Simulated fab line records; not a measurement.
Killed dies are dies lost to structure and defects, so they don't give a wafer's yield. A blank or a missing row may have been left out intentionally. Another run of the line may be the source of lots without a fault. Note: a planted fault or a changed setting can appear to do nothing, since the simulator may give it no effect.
Split-lot trial -- flow n5_finfet -- route with 1938 steps; 7 lots, 21 wafers read

## THE SPLIT
At N5_BEOL_M0_SAQP_PECVD_00 (deposits SiCN from 3MS/NH3, target thk 8 nm, time 14 s), the setting time_s was moved away from the recipe's 14 s on 6 of the 21 wafers read, by -6.8% to +14.4%. The other wafers ran this setting at the recipe's value.

The reading comes from the split's own step.

## THE READING
SiCN_of_BEOL_M0_SAQP_PECVD_00.thk_nm (the simulator's own value, which no gauge read), in nm, at N5_BEOL_M0_SAQP_PECVD_00 (deposits SiCN from 3MS/NH3, target thk 8 nm, time 14 s). No usual value for it is given in the file. Here, 15 wafers ran the recipe; their average is 8.0 nm with a standard deviation of 0.18 nm.

wafer,"tool, chamber at the split","time_s as run, s",against the recipe,"SiCN_of_BEOL_M0_SAQP_PECVD_00.thk_nm, nm",against lot-mates on the recipe
L080.1,"pecvd-01, 0",14,recipe,8,-
L080.5,"pecvd-01, 0",14,recipe,8,-
L080.4,"pecvd-01, 1",14,recipe,8.4,-
L083.1,"pecvd-02, 1",14,recipe,7.6,-
L083.4,"pecvd-02, 0",16.02,+14.4%,9.4,+1.8
L083.5,"pecvd-02, 2",16.02,+14.4%,9.2,+1.6
L085.3,"pecvd-02, 0,2",14,recipe,8,-
L085.6,"pecvd-02, 0,2",14,recipe,8,-
L085.5,"pecvd-02, 0",13.05,-6.8%,7.4,-0.6
L087.1,"pecvd-01, 1,0",15.28,+9.1%,8.8,+0.6
L087.6,"pecvd-01, 1,0",15.28,+9.1%,8.8,+0.6
L087.2,"pecvd-01, 2",14,recipe,8.2,-
L088.1,"pecvd-01, 0",13.09,-6.5%,7.4,-0.7
L088.2,"pecvd-01, 1",14,recipe,8,-
L088.6,"pecvd-01, 0",14,recipe,8.2,-
L095.1,"pecvd-04, 1",14,recipe,7.8,-
L095.3,"pecvd-04, 0,1",14,recipe,8,-
L095.4,"pecvd-04, 0,1",14,recipe,8,-
L096.3,"pecvd-01, 0,1",14,recipe,8,-
L096.5,"pecvd-01, 0,1",14,recipe,8,-
L096.6,"pecvd-01, 0",14,recipe,7.8,-
If several chambers appear in one row, that row covers several wafers at once and the file leaves open which wafer was in which chamber.

THE FIT
A straight line over all 21 wafers: SiCN_of_BEOL_M0_SAQP_PECVD_00.thk_nm changes by +0.0896 nm for each +1% of time_s; r = +0.95; the points scatter about the line by 0.16 nm.
The same after taking each lot's own level away (the mean of its wafers on the recipe; 21 wafers): +0.103 nm for each +1%; r = +0.96; scatter 0.17 nm.
According to that fit, moving time_s by its largest amount changes the reading by 1.5 nm.
Measured against the standard deviation above, the lots' own levels, which go from 7.60 to 8.20 nm, span 3.4 times it.
So the lot-to-lot level changes the slope: the two fits differ.
Check: with one of the wafers moved furthest among these (+14.4%) left out of the fit, the line predicts +1.32 nm for it against its lot-mates. Against them it came out at +1.8 nm.

## ADDITIONAL SPLITS CARRIED BY THESE WAFERS
Other splits were also applied to these wafers ahead of the reading. Each is held against what the fit with the lots' levels taken away leaves over:
other split on the same wafers,wafers away from the commonest value,r with SiCN_of_BEOL_M0_SAQP_PECVD_00.thk_nm (lot level and that fit taken away)
N5_HKMG_FIN_ETCH_54 bias_w,6,-0.36
N5_HKMG_FIN_ETCH_55 time_s,5,+0.37
N5_HKMG_FIN_COAT_29 spin_rpm,12,-0.10
N5_HKMG_FIN_PEB_10 peb_time_s,11,-0.04
N5_MOL_CONTACT_COAG_CONTACT_ETCH_14 source_w,7,-0.27
N5_MOL_CONTACT_COAG_COAT_64 spin_rpm,6,-0.05

## THE FILE'S OWN FIT
SiCN_of_BEOL_M0_SAQP_PECVD_00.thk_nm changes by +0.102 nm for each +1% of time_s, r = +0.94.
